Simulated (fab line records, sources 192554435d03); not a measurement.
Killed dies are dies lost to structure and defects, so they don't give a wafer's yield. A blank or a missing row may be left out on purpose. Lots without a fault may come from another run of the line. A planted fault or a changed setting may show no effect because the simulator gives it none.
Chamber matching | flow n5_finfet | N5_BEOL_M8_ETCH_61 on rie_diel-02: 4 sister chambers
The step etches SiARC in CF4, target depth 45.5 nm, time 75.8 s. 4 wafers are shown with their chamber, then 12 later ones without.

WAFERS WITH THEIR CHAMBER
wafer  | chamber | drypump_motor_current_A (A)
L092.1 | 1       | 5.88
L093.1 | 0       | 5.55
L093.2 | 2       | 5.40
L093.5 | 3       | 5.55

WAFERS WITHOUT THEIR CHAMBER
wafer  | drypump_motor_current_A (A)
L095.1 | 5.63
L095.2 | 5.35
L095.3 | 5.62
L095.4 | 5.40
L095.5 | 5.62
L095.6 | 5.39
L096.1 | 5.36
L096.2 | 5.87
L096.3 | 5.59
L096.4 | 5.41
L096.5 | 5.88
L096.6 | 5.56

WHICH CHAMBER EACH WENT THROUGH
wafer  | from the rows above     | in truth
L095.1 | can't be placed: 0 or 3 | 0
L095.2 | 2                       | 2
L095.3 | can't be placed: 0 or 3 | 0
L095.4 | 2                       | 2
L095.5 | can't be placed: 0 or 3 | 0
L095.6 | 2                       | 2
L096.1 | 2                       | 2
L096.2 | 1                       | 1
L096.3 | can't be placed: 0 or 3 | 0
L096.4 | 2                       | 2
L096.5 | 1                       | 1
L096.6 | can't be placed: 0 or 3 | 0
Placed correctly: 7 of 12. Can't be placed from these rows: 5 (the true chamber is among the candidates in 5). Placed wrongly: 0.
How it was worked out, from the rows above alone: a wafer's distance from a chamber is the root of the sum, over the readings, of the square of ((its reading less the chamber's mean) divided by the reading's scatter). The wafer belongs to the nearest chamber; if the next one is less than 2 further off, it can't be placed. A chamber's mean is the mean of its shown wafers. The scatter: with one shown wafer a chamber, the root of the mean of the squares of how far each hidden wafer lies from its nearest shown one.
